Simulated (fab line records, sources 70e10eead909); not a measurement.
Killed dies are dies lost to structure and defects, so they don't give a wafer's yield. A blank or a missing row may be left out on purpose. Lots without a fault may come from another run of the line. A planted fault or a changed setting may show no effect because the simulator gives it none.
A struck lot beside a sound one | flow nand_harc | 15 steps out of a route of 1302
Sound: wafers L313.1, L313.3, L313.4. Struck: wafers L320.2, L320.4, L320.6. The cause comes at the end.
At each step with rows: each side's tool, then ch and its chambers, then its first start. Under that, the readings that differ: sound wafers | struck wafers | difference of the means | sigmas: that difference in standard deviations of wafers without a fault.
alike: readings whose means differ by less than 2 such deviations, and words and numbers that are the same on both sides. not compared: withheld readings, readings that some wafer has no value for, bounds like >300 that may hide the same value, and numbers for which the record gives no deviation and whose values overlap.
The two part at a step that has a row with sigmas, a row that says differs or no value, or rows on one side only. Numbers that don't overlap but have no deviation are shown without sigmas and don't part them. A reading that every wafer of one side lacks parts them only if that side has two wafers or more.

first, 8 steps without rows for these wafers: NHARC_A_SGD_CUT_COAT_56 (time 75 s); NHARC_A_SGD_CUT_COAT_57 (time 65 s); NHARC_A_SGD_CUT_COAT_03 (resist thk 90 nm); NHARC_A_SGD_CUT_SOFTBAKE_04 (time 55 s); NHARC_A_SGD_CUT_EBR_05; NHARC_A_SGD_CUT_EXPOSE_06 (exposes mask SGD); NHARC_A_SGD_CUT_PEB_07 (peb time 65 s); NHARC_A_SGD_CUT_DEVELOP_08 (develop time 35 s).
NHARC_A_SGD_CUT_CD_MEAS_09: target cd 100 nm.
  sound on cd_sem-03 ch 0, day 21 17:06; struck on cd_sem-03 ch 0, day 25 03:42
  alike: cd_nm
NHARC_A_SGD_CUT_OVL_MEAS_10:
  sound on overlay-01, day 21 17:11; struck on overlay-02, day 25 03:47
  alike: overlay_x_nm, overlay_y_nm
NHARC_A_SGD_CUT_INSPECT_11:
  sound on defect_inspect-01, day 21 17:14; struck on defect_inspect-01, day 25 03:50
  alike: raw_defect_count
NHARC_A_SGD_CUT_DESCUM_14: chemistry O2, time 3 s.
  sound on rie_diel-05 ch 1,2,3, day 21 17:17; struck on rie_diel-09 ch 0,3, day 25 03:53
  alike: drypump_motor_current_A, oes_product_au, rf_vpp_V, showerhead_plenum_p_Torr, throttle_valve_pct
  not compared: rf_hours_counter_h
NHARC_A_SGD_CUT_ETCH_58: etches the open film in CF4, target depth 39 nm, time 65 s.
  sound on rie_diel-05 ch 0,1,2, day 21 17:23; struck on rie_diel-09 ch 2,3, day 25 03:59
  reading               | sound             | struck            | difference | sigmas
  oes_product_au (a.u.) | 0.989 1.013 1.014 | 0.849 0.847 0.854 | -0.155     | -13
  alike: drypump_motor_current_A, rf_vpp_V, showerhead_plenum_p_Torr, throttle_valve_pct
  not compared: rf_hours_counter_h
NHARC_A_SGD_CUT_ETCH_59: etches the open film in N2/H2, target depth 260 nm, time 406.25 s.
  sound on rie_diel-05 ch 0,1,2; struck on rie_diel-09 ch 0,2
  alike: drypump_motor_current_A, h2_flow_sccm, oes_product_au, rf_vpp_V, showerhead_plenum_p_Torr, throttle_valve_pct
  not compared: rf_hours_counter_h
-- the record jumps here: 5 days lie between the struck wafers' starts before and after (it left off in module A_SGD_CUT and takes up again in module END, whose first step shown is number 1302 of the route) --
NHARC_END_SORT_01:
  the record has rows for the struck wafers here (prober-02 ch 0, day 30 06:18) and none for the sound ones

WHERE THEY PART
First at NHARC_A_SGD_CUT_ETCH_58; last, within this record, at NHARC_END_SORT_01.

WHY: what the simulator had put in
Process parameter drift: rie_diel-09, from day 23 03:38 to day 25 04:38, at NHARC_A_SGD_CUT_ETCH_58. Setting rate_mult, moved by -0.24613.
